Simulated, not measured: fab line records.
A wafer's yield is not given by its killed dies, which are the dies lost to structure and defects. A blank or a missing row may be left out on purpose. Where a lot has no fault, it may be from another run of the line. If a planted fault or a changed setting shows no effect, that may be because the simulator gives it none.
Matching of chambers :: flow nand-harc :: 3 sister chambers for NHARC_A_STAIRCASE_DEP_259 on pecvd-04
The step deposits SiON, target thk 30 nm. 6 wafers are shown with their chamber, then 12 later ones without.

EACH WAFER AND ITS CHAMBER
wafer: L082.6
chamber: 0
heater-power-w (W): 730
heater-power-outer-w (W): 478

wafer: L087.1
chamber: 2
heater-power-w (W): 539
heater-power-outer-w (W): 306

wafer: L087.4
chamber: 1
heater-power-w (W): 958
heater-power-outer-w (W): 554

wafer: L090.1
chamber: 1
heater-power-w (W): 971
heater-power-outer-w (W): 585

wafer: L090.3
chamber: 2
heater-power-w (W): 595
heater-power-outer-w (W): 349

wafer: L090.4
chamber: 0
heater-power-w (W): 771
heater-power-outer-w (W): 490

WAFERS MISSING THEIR CHAMBER
wafer: L091.3
heater-power-w (W): 973
heater-power-outer-w (W): 598

wafer: L091.5
heater-power-w (W): 581
heater-power-outer-w (W): 343

wafer: L091.6
heater-power-w (W): 984
heater-power-outer-w (W): 601

wafer: L093.1
heater-power-w (W): 914
heater-power-outer-w (W): 568

wafer: L093.4
heater-power-w (W): 705
heater-power-outer-w (W): 462

wafer: L093.6
heater-power-w (W): 608
heater-power-outer-w (W): 363

wafer: L097.1
heater-power-w (W): 1053
heater-power-outer-w (W): 641

wafer: L097.3
heater-power-w (W): 594
heater-power-outer-w (W): 354

wafer: L097.6
heater-power-w (W): 602
heater-power-outer-w (W): 357

wafer: L095.1
heater-power-w (W): 1030
heater-power-outer-w (W): 642

wafer: L095.4
heater-power-w (W): 512
heater-power-outer-w (W): 291

wafer: L095.5
heater-power-w (W): 751
heater-power-outer-w (W): 495

WHICH CHAMBER EACH ONE RAN IN
wafer: L091.3
from the rows above: 1
in truth: 1

wafer: L091.5
from the rows above: 2
in truth: 2

wafer: L091.6
from the rows above: 1
in truth: 1

wafer: L093.1
from the rows above: 1
in truth: 1

wafer: L093.4
from the rows above: 0
in truth: 0

wafer: L093.6
from the rows above: 2
in truth: 2

wafer: L097.1
from the rows above: 1
in truth: 1

wafer: L097.3
from the rows above: 2
in truth: 2

wafer: L097.6
from the rows above: 2
in truth: 2

wafer: L095.1
from the rows above: 1
in truth: 1

wafer: L095.4
from the rows above: 2
in truth: 2

wafer: L095.5
from the rows above: 0
in truth: 0
12 of 12 placed correctly. Not placeable from these rows: 0. Number placed wrongly: 0.
How it was worked out, from the rows above alone: a wafer's distance from a chamber is the root of the sum, over the readings, of the square of ((its reading less the chamber's mean) divided by the reading's scatter). If the next closest chamber is less than 2 further off than the closest, the wafer can't be placed; otherwise it belongs to the closest. For every chamber, the mean is computed from those of its wafers that are shown. The scatter: take each reading less its chamber's mean, square it, sum over the shown wafers, divide by the number of wafers less the number of chambers, and take the root.
